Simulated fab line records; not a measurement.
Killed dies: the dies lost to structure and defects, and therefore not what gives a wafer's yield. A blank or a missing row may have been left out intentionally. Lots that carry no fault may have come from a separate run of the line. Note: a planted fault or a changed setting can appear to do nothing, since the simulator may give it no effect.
fab line records + flow n5-finfet
record:
- lots: 4
- wafers: 12
- last-day: 19
route steps=1938 shown BEOL_M11@1566 BEOL_M12@1602 BEOL_M15@1830
lots untouched by any fault: they come from a run of this same line in which no faults occurred
start-h: the number of hours between the record's first day and the start of the first shown wafer of the lot + wait-h: hours from the lot's prior step to this one + " same as the row above + L1.1+2: a row that stands for several wafers + - no value present, or no start provided + * or withheld: withheld + < > ~ a bound
route shown NAME@n: a module of which the file shows steps, and the number in the route of the first + usual: mean and standard deviation over wafers with no fault + same: alike in all rows + chamber/n: place in a boat + sites: the reading at each site + _std_site: how widely they spread, as a standard deviation + _edge_site: outer sites' mean less inner sites' + radius-mm: for every site, how far away it sits from the centre of the wafer + mask NAME#n: copy n + behind: the most recent tool/chamber to have shaped the wafer + hold: the reason the lot was held/the length of the hold in hours/how it ended + device: transistor that didn't switch, given as n, p or np + end of line: tests run on the same wafers once the route is complete + a step without rows: its recipe alone + killed: dies lost to structure and defects at the first sort, not the wafer's yield + map: the dies of a wafer, with x for killed, . for not killed, _ for no die there
set.NAME: the setting that was run; set.NAME@STEP: the one run at that earlier step + model.NAME: the simulator's own value behind a step, which no gauge read
lots seen at some steps along the route; tables by step, rows by wafer
services: from which hour (start-h, from the record's first day; less than 0 if before it) a tool's chamber was out of use, for how many hours, and why
== steps ==
step: N5_BEOL_M11_PEB_26
recipe:
- peb-temp-c: withheld
- peb-time-s: 60
- resist: CAR-ArF
step: N5_BEOL_M11_DEVELOP_27
recipe:
- develop-time-s: 30
- developer: TMAH
- resist: CAR-ArF
- rinse-liquid: diw
- dry: air-spin
- dev-temp-c: 23
step: N5_BEOL_M11_DESCUM_33
recipe:
- chemistry: O2
- time-s: 7.9
- source-power-w: 50
- bias-power-w: 20
- pressure-mtorr: 20
- rf-frequency-hz: 2.712e+07
- temp-c: 40
- resist: CAR-ArF
- o2-flow-sccm: 225
step: N5_BEOL_M11_ETCH_65
recipe:
- chemistry: CF4
- target: SiARC
- target-depth-a: 390
- mask-material: CAR-ArF
- time-s: 65
- ion-energy-ev: 80
- pressure-mtorr: 40
- source-w: 545
- bias-w: 36
- Ar_flow_sccm: 100
- cf4-flow-sccm: 100
- ends: cleared
step: N5_BEOL_M11_ETCH_66
recipe:
- chemistry: N2/H2
- target: SOC
- target-depth-a: 1200
- overetch-a: 240
- mask-material: SiARC
- temp-c: 40
- time-s: 180
- ion-energy-ev: 200
- pressure-mtorr: 30
- source-w: 840
- bias-w: 150
- n2-flow-sccm: 200
- h2-flow-sccm: 200
step: N5_BEOL_M11_STRIP_69
recipe:
- chemistry: N2/H2
- temp-c: 40
- n2-flow-sccm: 200
- h2-flow-sccm: 200
- rf-frequency-hz: 6e+07
step: N5_BEOL_M11_VIA_ETCH_34
recipe:
- chemistry: C4F6/O2
- target: SiCOH_lowk
- target-depth-a: 1845
- mask-material: SOC
- taper-deg: 4
- time-s: 69.2
- ion-energy-ev: 250
- pressure-mtorr: 30
- source-w: 345
- bias-w: 185
- Ar_flow_sccm: 300
- C4F6_flow_sccm: 10
- O2_flow_sccm: 10
step: N5_BEOL_M11_STRIP_73
recipe:
- chemistry: C4F6/O2
- resist: SiARC
- rf-frequency-hz: 6e+07
step: N5_BEOL_M11_STRIP_36
recipe:
- chemistry: N2/H2
- power-w: 450
- temp-c: 40
- pressure-mtorr: 20
- rf-frequency-hz: 6e+07
- overash-fraction: 0.3
- bias-power-w: 7
- h2-frac: 0.5
- n2-flow-sccm: 200
- h2-flow-sccm: 200
step: N5_BEOL_M11_TRENCH_ETCH_37
recipe:
- chemistry: C4F6/O2
- target-depth-a: 1488.3
- target: SiCOH_lowk
- time-s: 48
- ion-energy-ev: 250
- pressure-mtorr: 30
- source-w: 345
- bias-w: 185
- Ar_flow_sccm: 300
- C4F6_flow_sccm: 10
- O2_flow_sccm: 10
usual:
- drypump-motor-current-A: 5.8/0.57
- oes-product-au: 0.78/0.076
- rf-vpp-V: 667/6.9
- run-length-s: 71.2/0.34
- showerhead-plenum-p-Torr: 2.84/0.084
- throttle-valve-pct: 21.03/0.21
| lot.wafer | tool        | chamber | start-h | wait-h | drypump-motor-current-A | oes-product-au | rf-hours-counter-h | rf-vpp-V | run-length-s | showerhead-plenum-p-Torr | throttle-valve-pct | model.etch.depth-nm | model.BEOL_M11.feature-depth-nm | model.TiN_of_BEOL_M11_HM_DEP_02.thk-nm |
|-----------|-------------|---------|---------|--------|-------------------------|----------------|--------------------|----------|--------------|--------------------------|--------------------|---------------------|---------------------------------|----------------------------------------|
| L338.1    | rie-diel-01 | 1       | 297.54  | -      | 6.3                     | 0.73           | 179                | 669      | 71.4         | 2.83                     | 20.91              | 147.6               | 147.6                           | 15.8                                   |
| L338.3    | "           | 2       | "       | "      | 6.4                     | 0.85           | 51                 | 673      | 70.8         | 3.00                     | 21.14              | 151.6               | 151.6                           | 15.6                                   |
| L338.5    | "           | 2       | "       | "      | 6.4                     | 0.86           | -                  | 672      | 71.1         | 3.00                     | 21.15              | 152.3               | 152.2                           | 15.4                                   |
| L344.2    | rie-diel-06 | 2       | 331.31  | -      | 6.4                     | 0.73           | 194                | 657      | 71.2         | 2.73                     | 21.11              | 148                 | 148                             | 16                                     |
| L344.5    | "           | 2       | "       | "      | 6.4                     | 0.74           | -                  | 658      | 71.3         | 2.73                     | 21.11              | 147.2               | 147.2                           | 16                                     |
| L344.6    | "           | 1       | "       | "      | 5.2                     | 0.91           | -                  | 674      | 71.4         | 2.89                     | 20.71              | 152.4               | 152.4                           | 15.8                                   |
| L354.2    | rie-diel-06 | 2       | 383.44  | -      | 6.4                     | 0.72           | 210                | 658      | 68.5         | 2.72                     | 21.12              | 138.5               | 138.4                           | 16.4                                   |
| L354.5    | "           | 3       | "       | "      | 5.2                     | 0.76           | -                  | 667      | 68.4         | 2.85                     | 21.23              | 139.5               | 139.6                           | 16                                     |
| L354.6    | "           | 2       | "       | "      | 6.4                     | 0.72           | -                  | 657      | 68.8         | 2.72                     | 21.16              | 139.1               | 139                             | 16.2                                   |
| L359.2    | rie-diel-06 | 3       | 418.77  | -      | 5.2                     | 0.76           | 126                | 668      | 68.4         | 2.85                     | 21.26              | 141.6               | 141.6                           | 16                                     |
| L359.4    | "           | 2       | "       | "      | 6.4                     | 0.71           | 221                | 657      | 69.0         | 2.72                     | 21.17              | 140                 | 140                             | 16                                     |
| L359.5    | "           | 3       | "       | "      | 5.2                     | 0.75           | -                  | 667      | 68.5         | 2.85                     | 21.25              | 140.9               | 141                             | 16                                     |
step: N5_BEOL_M11_ETCH_41
recipe:
- chemistry: CH3F/O2
- target: SiCN
- target-depth-a: 426
- taper-deg: 2
- time-s: 86
- ion-energy-ev: 120
- mask-material: TiN
- pressure-mtorr: 30
- source-w: 395
- bias-w: 75
- Ar_flow_sccm: 150
- CH3F_flow_sccm: 30
- O2_flow_sccm: 20
step: N5_BEOL_M11_STRIP_77
recipe:
- chemistry: N2/H2
- time-s: 10
- power-w: 450
- temp-c: 40
- pressure-mtorr: 20
- rf-frequency-hz: 6e+07
- bias-power-w: 7
- n2-flow-sccm: 200
- h2-flow-sccm: 200
step: N5_BEOL_M11_OCD_MEAS_38
usual:
- trench-depth-nm: 148.5/2.2
| lot.wafer | tool   | chamber | start-h | wait-h | trench-depth-nm |
|-----------|--------|---------|---------|--------|-----------------|
| L338.1    | ocd-01 | -       | 297.72  | -      | 147.7           |
| L338.3    | "      | -       | "       | "      | 151.5           |
| L338.5    | "      | -       | "       | "      | 152.3           |
| L344.2    | ocd-01 | -       | 331.49  | -      | 147.6           |
| L344.5    | "      | -       | "       | "      | 147.3           |
| L344.6    | "      | -       | "       | "      | 152.5           |
| L354.2    | ocd-02 | -       | 383.62  | -      | 138.6           |
| L354.5    | "      | -       | "       | "      | 138.7           |
| L354.6    | "      | -       | "       | "      | 139.1           |
| L359.2    | ocd-01 | -       | 418.95  | -      | 141.6           |
| L359.4    | "      | -       | "       | "      | 140.0           |
| L359.5    | "      | -       | "       | "      | 140.8           |
step: N5_BEOL_M11_HM_STRIP_39
recipe:
- chemistry: peroxide-tin-strip
- material: TiN
- target-depth-a: 250
- temp-c: 50
- time-s: 158
step: N5_BEOL_M11_SRD_40
recipe:
- time-s: 30
- temp-c: 23
- rinse-liquid: diw
- dry: ipa-marangoni
step: N5_BEOL_M11_PRECLEAN_42
recipe:
- chemistry: residue-remover
- time-s: 60
- temp-c: 40
step: N5_BEOL_M11_SRD_43
recipe:
- time-s: 30
- temp-c: 23
- rinse-liquid: diw
- dry: ipa-marangoni
step: N5_BEOL_M11_CURE_72
recipe:
- temp-c: 370
- time-s: 120
- ambient: DMADMS/He
- material: SiCOH_lowk
step: N5_BEOL_M11_DEGAS_44
recipe:
- ambient: vacuum
- temp-c: 250
- time-s: 60
step: N5_BEOL_M11_PRE_CLEAN_45
recipe:
- gas: H2/He
- time-s: 30
- temp-c: 250
step: N5_BEOL_M11_ALD_74
recipe:
- material: TaN
- target-thk-a: 20
- temp-c: 275
- ald-precursor-family: PDMAT
- ald-co-reactant: NH3
- pressure-torr: 3
- carrier-flow-sccm: 1500
- pulse-time-s: 2
- purge-time-s: 3
- co-reactant-purge-time-s: 2
- co-reactant-pulse-time-s: 3
- ald-cycles: 40
- precursor-vessel-temp-c: 75
- precursor-vessel-pressure-torr: 26.25
- precursor-vessel-carrier-sccm: 1000
step: N5_BEOL_M11_SURFACE_TREAT_76
recipe:
- gas: Ar
- time-s: *
- ion-energy-ev: *
- ion-current-ma-cm2: 0.5
- pressure-mtorr: *
- ar-flow-sccm: 30
step: N5_BEOL_M11_CVD_75
recipe:
- material: Co
- target-thk-a: 20
- temp-c: withheld
- precursor: CCTBA/H2
- pressure-torr: 30
- time-s: 138.9
step: N5_BEOL_M11_SPUTTER_48
recipe:
- material: Cu
- target-thk-a: 120
- temp-c: -20
- bias-v: 60
- power-w: 26000
- chamber-pressure-pa: 0.13
- time-s: 2
step: N5_BEOL_M11_ECD_50
recipe:
- material: Cu
- target-thk-a: 3180
step: N5_BEOL_M11_ANNEAL_51
recipe:
- temp-c: 225
- time-s: 90
- ambient: N2
step: N5_BEOL_M11_CMP_52
recipe:
- stop-on: SiCOH_lowk
- t-overpolish-s: 7
- down-force-psi: 1
- platen-rpm: 50
- clearing-platen-down-force-psi: 1.5
- clearing-platen-rpm: 50
- post-cmp-clean: cu-alkaline
- target-thk-nm: 140
- clearing-platen-pad-velocity-m-s: 0.99484
- pad-velocity-m-s: 0.99484
usual:
- barrier-field-endpoint-s: 28.7/0.69
- motor-current-A: 6.2/0.43
- overpolish-run-s: 7.000/0.0097
- time-to-endpoint-s: 65/3.1
| lot.wafer | tool   | chamber | start-h | wait-h | barrier-field-endpoint-s | motor-current-A | overpolish-run-s | time-to-endpoint-s | model.Cu_of_BEOL_M11_ECD_50.thk-nm |
|-----------|--------|---------|---------|--------|--------------------------|-----------------|------------------|--------------------|------------------------------------|
| L338.1    | cmp-01 | 2       | 301.15  | 0.3    | 29.7                     | 7.0             | 7.007            | 71                 | 138.2                              |
| L338.3    | "      | 3       | "       | "      | 30.3                     | 6.1             | 7.013            | 72                 | 143                                |
| L338.5    | "      | 3       | "       | "      | 29.3                     | 6.3             | 6.997            | 71                 | 144                                |
| L344.2    | cmp-03 | 0       | 334.64  | 0.3    | 28.2                     | 5.9             | 7.011            | 62                 | 136.8                              |
| L344.6    | "      | 1       | "       | "      | 27.8                     | 6.4             | 6.999            | 64                 | 142.6                              |
| L344.5    | "      | 2       | "       | "      | 28.2                     | 6.0             | 7.004            | 63                 | 135.8                              |
| L354.2    | cmp-04 | 3       | 386.70  | 0.4    | 28.5                     | 6.1             | 6.993            | 68                 | 129                                |
| L354.6    | "      | 2       | "       | "      | 30.0                     | 5.5             | 7.007            | 70                 | 130                                |
| L354.5    | "      | 3       | "       | "      | 28.8                     | 5.8             | 6.995            | 66                 | 129.4                              |
| L359.2    | cmp-03 | 1       | 421.75  | 0.6    | 29.0                     | 6.5             | 7.004            | 67                 | 133.2                              |
| L359.4    | "      | 2       | "       | "      | 30.2                     | 7.0             | 7.003            | 66                 | 130.2                              |
| L359.5    | "      | 0       | "       | "      | 29.9                     | 5.9             | 7.001            | 63                 | 132.4                              |
step: N5_BEOL_M11_THK_MEAS_53
recipe:
- thk-meas-gauge: xrf
- reads: Cu_of_BEOL_M11_ECD_50
usual:
- M11_THK: 140.6/2.7
| lot.wafer | tool          | chamber | start-h | wait-h | M11_THK[nm] |
|-----------|---------------|---------|---------|--------|-------------|
| L338.1    | film-metro-01 | -       | 301.45  | -      | 140.7       |
| L338.3    | "             | -       | "       | "      | 144.6       |
| L338.5    | "             | -       | "       | "      | 146.0       |
| L344.2    | film-metro-02 | -       | 334.82  | -      | 136.4       |
| L344.5    | "             | -       | "       | "      | 136.2       |
| L344.6    | "             | -       | "       | "      | 143.4       |
| L354.2    | film-metro-02 | -       | 387.11  | -      | 129.9       |
| L354.5    | "             | -       | "       | "      | 129.9       |
| L354.6    | "             | -       | "       | "      | 130.7       |
| L359.2    | film-metro-01 | -       | 422.01  | -      | 135.7       |
| L359.4    | "             | -       | "       | "      | 132.4       |
| L359.5    | "             | -       | "       | "      | 134.6       |
step: N5_BEOL_M11_PRE_CLEAN_55
recipe:
- gas: NH3
- time-s: 15
- temp-c: withheld
- rf-power-w: 300
step: N5_BEOL_M11_DEP_56
recipe:
- material: SiCN
- target-thk-a: 300
- temp-c: withheld
- precursor: 3MS/NH3
- pressure-torr: 3
- rf-w: 675
- time-s: 10.5
step: N5_BEOL_M11_RS_MEAS_57
recipe:
- thk-meas-gauge: four-point-probe
- reads: Cu_of_BEOL_M11_ECD_50+Co_of_BEOL_M11_CVD_75+TaN_of_BEOL_M11_ALD_74
usual:
- M11_RS: 0.1518/0.0029
| lot.wafer | tool          | chamber | start-h | wait-h | M11_RS[ohm/sq] |
|-----------|---------------|---------|---------|--------|----------------|
| L338.1    | film-metro-02 | -       | 301.58  | 0.0    | 0.1528         |
| L338.3    | "             | -       | "       | "      | 0.1470         |
| L338.5    | "             | -       | "       | "      | 0.1463         |
| L344.2    | film-metro-01 | -       | 334.98  | 0.1    | 0.1547         |
| L344.5    | "             | -       | "       | "      | 0.1560         |
| L344.6    | "             | -       | "       | "      | 0.1479         |
| L354.2    | film-metro-02 | -       | 387.26  | 0.1    | 0.1646         |
| L354.5    | "             | -       | "       | "      | 0.1647         |
| L354.6    | "             | -       | "       | "      | 0.1636         |
| L359.2    | film-metro-01 | -       | 422.14  | 0.0    | 0.1594         |
| L359.4    | "             | -       | "       | "      | 0.1635         |
| L359.5    | "             | -       | "       | "      | 0.1605         |
step: N5_BEOL_M12_ILD_DEP_00
recipe:
- material: SiOC
- target-thk-a: 6589.2
- temp-c: 350
- precursor: DEMS/O2
- pressure-torr: 5
- rf-w: 500
- time-s: 130.7
step: N5_BEOL_M12_COAT_58
recipe:
- resist: BARC
- temp-c: 205
- time-s: 60
- spin-rpm: 1500
- resist-thk-nm: 89
step: N5_BEOL_M12_COAT_04
recipe:
- spin-rpm: 1625
- resist-thk-nm: 400
step: N5_BEOL_M12_EBR_06
recipe:
- solvent: PGMEA
- ebr-width-mm: 1.5
step: N5_BEOL_M12_SOFTBAKE_05
recipe:
- temp-c: 130
- time-s: 60
step: N5_BEOL_M15_RC_MEAS_101
usual:
- etest-temp-c: 25.01/0.11
- COMB_M10: 1.5e-11/3.4e-12
- COMB_M11: 1.51e-11/2.7e-12
- COMB_M12: 6.6e-12/1.5e-12
- COMB_M13: 5.2e-12/1.3e-12
- COMB_M14: 4e-12/1.2e-12
- COMB_M15: 2.8e-12/1e-12
- COMB_M5: 3.7e-11/8.2e-12
- COMB_M6: 2.6e-11/5.6e-12
- COMB_M7: 2.6e-11/5.7e-12
- COMB_M8: 2.5e-11/5.2e-12
- COMB_M9: 1.5e-11/3e-12
- SERP_M10: 3.07/0.075
- SERP_M11: 3.07/0.063
- SERP_M11_max_site: 3.17/0.079
- SERP_M12: 0.640/0.014
- SERP_M13: 0.309/0.0055
- SERP_M14: 0.1595/0.0029
- SERP_M5: 38.4/1.5
- SERP_M5_max_site: 39.9/1.7
- SERP_M6: 13.8/0.44
- SERP_M7: 13.8/0.45
- SERP_M8: 13.8/0.46
- SERP_M9: 3.06/0.076
| lot.wafer | tool      | chamber | start-h | wait-h | etest-temp-c | COMB_M10[S/m] | COMB_M11[S/m] | COMB_M12[S/m] | COMB_M13[S/m] | COMB_M14[S/m] | COMB_M15[S/m] | COMB_M5[S/m] | COMB_M6[S/m] | COMB_M7[S/m] | COMB_M8[S/m] | COMB_M9[S/m] | SERP_M10[ohm/um] | SERP_M11[ohm/um] | SERP_M11_max_site[ohm/um] | SERP_M12[ohm/um] | SERP_M13[ohm/um] | SERP_M14[ohm/um] | SERP_M5[ohm/um] | SERP_M5_max_site[ohm/um] | SERP_M6[ohm/um] | SERP_M7[ohm/um] | SERP_M8[ohm/um] | SERP_M9[ohm/um] |
|-----------|-----------|---------|---------|--------|--------------|---------------|---------------|---------------|---------------|---------------|---------------|--------------|--------------|--------------|--------------|--------------|------------------|------------------|---------------------------|------------------|------------------|------------------|-----------------|--------------------------|-----------------|-----------------|-----------------|-----------------|
| L338.1    | prober-02 | 0       | 325.00  | 0.0    | 25.11        | 1.8e-11       | 1.66e-11      | 8.4e-12       | 6.9e-12       | 3.8e-12       | 3.6e-12       | 3.4e-11      | 1.8e-11      | 2.8e-11      | 2.3e-11      | 1.7e-11      | 3.04             | 3.15             | 3.20                      | 0.633            | 0.304            | 0.1584           | 37.5            | 37.8                     | 13.9            | 13.7            | 13.8            | 3.10            |
| L338.3    | "         | 0       | "       | "      | 24.94        | 2.1e-11       | 1.58e-11      | 5.7e-12       | 5.5e-12       | 3.5e-12       | 2.7e-12       | 5e-11        | 2.7e-11      | 2.7e-11      | 2.2e-11      | 1.2e-11      | 2.96             | 2.98             | 3.13                      | 0.627            | 0.297            | 0.1592           | 39.2            | 40.2                     | 14.4            | 14.2            | 13.4            | 3.11            |
| L338.5    | "         | 0       | "       | "      | 25.04        | 1.7e-11       | 1.23e-11      | 7.3e-12       | 5.5e-12       | 4e-12         | 4e-12         | 2.4e-11      | 2.6e-11      | 2.9e-11      | 2.7e-11      | 1.7e-11      | 3.07             | 2.94             | 3.04                      | 0.615            | 0.299            | 0.1600           | 40.4            | 42.6                     | 14.0            | 13.8            | 14.1            | 3.02            |
| L344.2    | prober-02 | 0       | 362.00  | 0.2    | 25.11        | 1.7e-11       | 1.46e-11      | 6.4e-12       | 5.4e-12       | 4.6e-12       | 3.3e-12       | 4.8e-11      | 2.9e-11      | 3.3e-11      | 2.2e-11      | 1.5e-11      | 3.11             | 3.15             | 3.25                      | 0.640            | 0.312            | 0.1639           | 37.1            | 39.0                     | 14.1            | 13.0            | 14.5            | 2.95            |
| L344.5    | "         | 0       | "       | "      | 25.07        | 1.5e-11       | 1.85e-11      | 6.9e-12       | 4.9e-12       | 4.1e-12       | 3.8e-12       | 4.4e-11      | 2.7e-11      | 2.1e-11      | 3.5e-11      | 1.7e-11      | 2.98             | 3.14             | 3.27                      | 0.622            | 0.314            | 0.1591           | 38.6            | 39.3                     | 14.2            | 12.8            | 13.8            | 3.00            |
| L344.6    | "         | 0       | "       | "      | 25.02        | 1.6e-11       | 1.83e-11      | 9.7e-12       | 7.4e-12       | 4.7e-12       | 4e-12         | 3.3e-11      | 2.3e-11      | 2.5e-11      | 2.5e-11      | 1.9e-11      | 3.07             | 3.00             | 3.04                      | 0.624            | 0.309            | 0.1599           | 35.6            | 36.8                     | 14.9            | 13.5            | 14.3            | 3.02            |
| L354.2    | prober-02 | 0       | 415.43  | 0.2    | 25.04        | 1.4e-11       | 1.73e-11      | 8e-12         | 5.3e-12       | 5.1e-12       | 4e-12         | 6.2e-11      | 1.9e-11      | 3.5e-11      | 2.9e-11      | 1.6e-11      | 3.15             | 3.29             | 3.43                      | 0.646            | 0.303            | 0.1598           | 37.0            | 37.9                     | 13.1            | 13.8            | 14.4            | 3.02            |
| L354.5    | "         | 0       | "       | "      | 25.03        | 1.6e-11       | 1.62e-11      | 8.4e-12       | 5.5e-12       | 4.7e-12       | 4.5e-12       | 2.9e-11      | 2.7e-11      | 2.8e-11      | 2.7e-11      | 1.7e-11      | 3.02             | 3.34             | 3.43                      | 0.654            | 0.314            | 0.1594           | 39.6            | 41.6                     | 14.1            | 13.7            | 14.0            | 2.92            |
| L354.6    | "         | 0       | "       | "      | 24.98        | 1.3e-11       | 1.2e-11       | 7.9e-12       | 4.7e-12       | 4.7e-12       | 4.5e-12       | 3.5e-11      | 1.8e-11      | 3.1e-11      | 2.5e-11      | 1.7e-11      | 3.15             | 3.26             | 3.34                      | 0.640            | 0.308            | 0.1638           | 37.8            | 38.5                     | 13.6            | 13.9            | 13.7            | 2.99            |
| L359.2    | prober-01 | 0       | 445.90  | 0.2    | 24.92        | 1.1e-11       | 1.5e-11       | 7.6e-12       | 4e-12         | 2.5e-12       | 1e-12         | 5.3e-11      | 3e-11        | 2.1e-11      | 1.9e-11      | 1.4e-11      | 3.16             | 3.21             | 3.24                      | 0.613            | 0.314            | 0.1614           | 38.2            | 39.0                     | 14.1            | 14.0            | 13.9            | 3.04            |
| L359.4    | "         | 0       | "       | "      | 24.97        | 1.1e-11       | 1.24e-11      | 6.8e-12       | 3.1e-12       | 2.9e-12       | 1.4e-12       | 3.8e-11      | 3.3e-11      | 2.7e-11      | 2.7e-11      | 1.2e-11      | 3.16             | 3.31             | 3.48                      | 0.623            | 0.308            | 0.1579           | 39.1            | 40.3                     | 13.8            | 14.2            | 13.8            | 3.04            |
| L359.5    | "         | 0       | "       | "      | 24.97        | 1.1e-11       | 1.46e-11      | 8e-12         | 3.4e-12       | 3.2e-12       | 1.3e-12       | 3.8e-11      | 1.8e-11      | 2.6e-11      | 2.3e-11      | 1.3e-11      | 3.29             | 3.25             | 3.33                      | 0.634            | 0.302            | 0.1608           | 38.8            | 40.0                     | 13.8            | 14.0            | 14.9            | 3.12            |
sites SERP_M11 radius-mm=0,75,75,75,75,140,140,140,140
L338.1 3.19 3.20 3.18 3.19 3.15 3.07 3.08 3.04 3.04
L344.2 3.04 3.06 3.14 3.17 3.11 3.15 3.24 3.25 3.16
L354.2 3.22 3.24 3.29 3.29 3.26 3.30 3.43 3.38 3.27
L359.2 3.19 3.24 3.21 3.22 3.24 3.22 3.15 3.18 3.17
== services ==
| tool        | chamber | start-h | hours | kind                           |
|-------------|---------|---------|-------|--------------------------------|
| rie-diel-06 | 3       | 281.08  | 5.0   | repair                         |
| rie-diel-06 | 1       | 284.55  | 4.9   | repair                         |
| cmp-01      | -       | 288.63  | 2.4   | repair                         |
| rie-diel-06 | 0       | 289.47  | -     | clean                          |
| rie-diel-06 | 0       | 289.47  | -     | consumable-replace:focus-ring  |
| rie-diel-06 | 0       | 289.47  | 12.7  | scheduled-down                 |
| rie-diel-06 | 0       | 289.47  | 12.7  | vent-cycle                     |
| cmp-03      | -       | 312.21  | 3.3   | pm                             |
| cmp-03      | -       | 318.05  | 1.8   | repair                         |
| cmp-01      | -       | 327.51  | 4.0   | pm                             |
| cmp-04      | -       | 331.17  | 1.9   | repair                         |
| cmp-01      | -       | 331.51  | -     | consumable-replace:conditioner |
| cmp-01      | -       | 331.51  | -     | consumable-replace:pad         |
| cmp-01      | -       | 335.24  | 6.8   | pm                             |
| cmp-03      | -       | 362.08  | 1.0   | repair                         |
| cmp-03      | -       | 368.47  | 1.3   | repair                         |
| cmp-01      | -       | 384.90  | 4.7   | repair                         |
| cmp-04      | -       | 396.63  | 9.5   | pm                             |
| cmp-04      | -       | 417.02  | 2.2   | pm                             |
| cmp-01      | -       | 420.08  | 4.2   | pm                             |
== key ==
first-sign:
- step: N5_BEOL_M11_TRENCH_ETCH_37
- reading: run-length-s
- direction: down
- sigmas: 7.7
- usual: *
- struck: *
effect:
- step: N5_BEOL_M11_OCD_MEAS_38
- reading: trench-depth-nm
- direction: down
- sigmas: 4
- usual: 148.5
- struck: 139.8
effect:
- step: N5_BEOL_M11_THK_MEAS_53
- reading: M11_THK
- direction: down
- sigmas: 3.1
- usual: 140.6
- struck: 132.2
effect:
- step: N5_BEOL_M11_RS_MEAS_57
- reading: M11_RS
- direction: up
- sigmas: 3.8
- usual: 0.1518
- struck: 0.1627
effect:
- step: N5_BEOL_M15_RC_MEAS_101
- reading: SERP_M11
- direction: up
- sigmas: 3.2
- usual: 3.07
- struck: 3.28
model-effect:
- step: N5_BEOL_M11_TRENCH_ETCH_37
- value: etch.depth-nm
- without: 147.9
- struck: 139.9
model-effect:
- step: N5_BEOL_M11_CMP_52
- value: Cu_of_BEOL_M11_ECD_50.thk-nm
- without: 138.8
- struck: 130.7
met-at N5_BEOL_M11_TRENCH_ETCH_37
struck-wafers L354.2,L354.5,L354.6,L359.2,L359.4,L359.5
onset-between 331.31 383.44
fault:
- kind: process-parameter-drift
- tool: rie-diel-06
- chamber: -
- onset-h: 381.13
- steps: N5_BEOL_M11_TRENCH_ETCH_37
- channel: time-s
- offset: *
- shape: step
- end-h: 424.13
- acts-in: *
- stated: *
